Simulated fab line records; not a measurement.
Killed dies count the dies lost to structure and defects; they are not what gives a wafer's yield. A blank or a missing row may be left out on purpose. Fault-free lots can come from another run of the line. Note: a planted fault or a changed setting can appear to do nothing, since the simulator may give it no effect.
Check for tools in common	flow nand_harc	Sampled: 2 lots, 6 wafers

== REASON IT WAS OPENED ==
Flagged at NHARC_END_SORT_01: reading killed_at_array, on 2 of 2 lots. Fault-free wafers read 29, with a standard deviation of 10.
Rule: a lot is flagged in two cases, either no wafer of it has a number, or all its wafers with numbers fall more than 4 standard deviations from that mean. All remaining lots are regarded as sound.

lot	measured	on	killed_at_array, wafer by wafer	flag
L302	day 21 10:19	prober-02	673 671 673	FLAGGED
L306	day 21 19:02	prober-02	670 667 668	FLAGGED
Average over the flagged lots: 670; offset from the usual +641, equal to +64 standard deviations.

== EACH LOT AND THE TOOL IT RAN ON ==
Before the reading, the record contains 4 process steps out of a 1159-step route. Read each cell as the tool, then ch plus the chambers that the sampled wafers visited, then the start.
lot	flag	NHARC_A_CONTACT_ETCH_50	NHARC_A_CONTACT_ETCH_119	NHARC_A_CONTACT_ETCH_120	NHARC_A_CONTACT_ETCH_123
L302	FLAGGED	rie_diel-07 ch 0,1,3, day 17 20:56 or earlier	har_cap_etch-02 ch 0,1, day 17 20:56	har_cap_etch-02 ch 0,1, day 17 21:02	har_cap_etch-02 ch 0,1, day 17 21:18
L306	FLAGGED	rie_diel-01 ch 0,1,3, day 18 19:54 or earlier	har_cap_etch-02 ch 0,1, day 18 19:54	har_cap_etch-02 ch 0,1, day 18 19:59	har_cap_etch-02 ch 0,1, day 18 20:16
What these steps do:
- NHARC_A_CONTACT_ETCH_50: etches the open film in CF4/CHF3, target depth 84.7 nm, time 42.4 s.
- NHARC_A_CONTACT_ETCH_119: etches the open film in C4F8/O2/Ar, time 94 s, target depth 922 nm.
- NHARC_A_CONTACT_ETCH_120: etches the open film in C4F8/O2/Ar, time 94 s, target depth 922 nm.
- NHARC_A_CONTACT_ETCH_123: etches the open film in C4F8/O2/Ar, time 253 s, target depth 1090 nm.
- NHARC_END_SORT_01

== FLAGGED OVER TOTAL, TOOL BY TOOL (the gauges that took the reading come last) ==
step	tool	lots run	flagged	share of the flagged lots	sound lots run after its first flagged lot
NHARC_A_CONTACT_ETCH_50	rie_diel-01	1	1	some	0
NHARC_A_CONTACT_ETCH_50	rie_diel-07	1	1	some	0
NHARC_A_CONTACT_ETCH_119	har_cap_etch-02	2	2	all	0
NHARC_A_CONTACT_ETCH_120	har_cap_etch-02	2	2	all	0
NHARC_A_CONTACT_ETCH_123	har_cap_etch-02	2	2	all	0
NHARC_END_SORT_01	prober-02	2	2	all	0
NHARC_A_CONTACT_ETCH_50: start missing for some lots; hours and lot order therefore follow NHARC_A_CONTACT_ETCH_119.

== WHAT IS ALLOWED BY THE TABLE ==
4 rows of the table ran every flagged lot: har_cap_etch-02 at NHARC_A_CONTACT_ETCH_119, har_cap_etch-02 at NHARC_A_CONTACT_ETCH_120, har_cap_etch-02 at NHARC_A_CONTACT_ETCH_123, prober-02 at NHARC_END_SORT_01.
- har_cap_etch-02 at NHARC_A_CONTACT_ETCH_119: 2 of its 2 lots flagged. It ran no sound lot before its first flagged lot in this sample, so the start can't be narrowed down.
- har_cap_etch-02 at NHARC_A_CONTACT_ETCH_120: 2 of its 2 lots flagged. It ran no sound lot before its first flagged lot in this sample, so the start can't be narrowed down.
- har_cap_etch-02 at NHARC_A_CONTACT_ETCH_123: 2 of its 2 lots flagged. It ran no sound lot before its first flagged lot in this sample, so the start can't be narrowed down.
- prober-02 at NHARC_END_SORT_01: 2 of its 2 lots flagged. It ran no sound lot before its first flagged lot in this sample, so the start can't be narrowed down.
A lot count leaves these 2 tools indistinguishable: every one of them fits a fault beginning at some hour. More lots, or a look at what each step does to the wafer, might.

== WHAT THE SIMULATOR HAD INSERTED ==
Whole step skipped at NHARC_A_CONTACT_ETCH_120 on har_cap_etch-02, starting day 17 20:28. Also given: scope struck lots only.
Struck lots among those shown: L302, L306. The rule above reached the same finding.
